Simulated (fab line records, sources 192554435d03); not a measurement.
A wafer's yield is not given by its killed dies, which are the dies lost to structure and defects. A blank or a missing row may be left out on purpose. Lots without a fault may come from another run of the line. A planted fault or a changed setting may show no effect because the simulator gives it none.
Matching of chambers + flow n5 finfet + 3 sister chambers for N5_DUMMY_REMOVAL_HM_STRIP_01 on rie diel-02
The step strips SiNx in CH3F/O2, stops on poly-Si, target depth 4 nm, time 6.8 s. 3 wafers are shown with their chamber, then 9 later ones without.

== WAFERS, EACH WITH ITS CHAMBER ==
| wafer  | chamber | drypump motor current A (A) |
|--------|---------|-----------------------------|
| L084.3 | 0       | 6.0                         |
| L084.4 | 3       | 5.7                         |
| L084.5 | 1       | 6.3                         |

== WAFERS WHOSE CHAMBER IS MISSING ==
| wafer  | drypump motor current A (A) |
|--------|-----------------------------|
| L087.2 | 6.3                         |
| L087.3 | 6.1                         |
| L087.4 | 6.3                         |
| L095.1 | 6.3                         |
| L095.2 | 6.1                         |
| L095.3 | 6.3                         |
| L096.2 | 6.1                         |
| L096.3 | 6.1                         |
| L096.4 | 6.3                         |

== CHAMBER TAKEN BY EACH ==
| wafer  | from the rows above     | in truth |
|--------|-------------------------|----------|
| L087.2 | 1                       | 1        |
| L087.3 | can't be placed: 0 or 1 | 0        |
| L087.4 | 1                       | 1        |
| L095.1 | 1                       | 1        |
| L095.2 | can't be placed: 0 or 1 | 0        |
| L095.3 | 1                       | 1        |
| L096.2 | can't be placed: 0 or 1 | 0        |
| L096.3 | can't be placed: 0 or 1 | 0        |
| L096.4 | 1                       | 1        |
Placed correctly: 5 of 9. These rows do not allow placing 4 (true chamber among the candidates in 4). Wrongly placed: 0.
How it was worked out, from the rows above alone: a wafer's distance from a chamber is the root of the sum, over the readings, of the square of ((its reading less the chamber's mean) divided by the reading's scatter). If the next closest chamber is less than 2 further off than the closest, the wafer can't be placed; otherwise it belongs to the closest. A chamber's mean is the mean of its shown wafers. The scatter: root of mean squared gap, hidden wafer to nearest shown wafer, with one shown wafer a chamber.
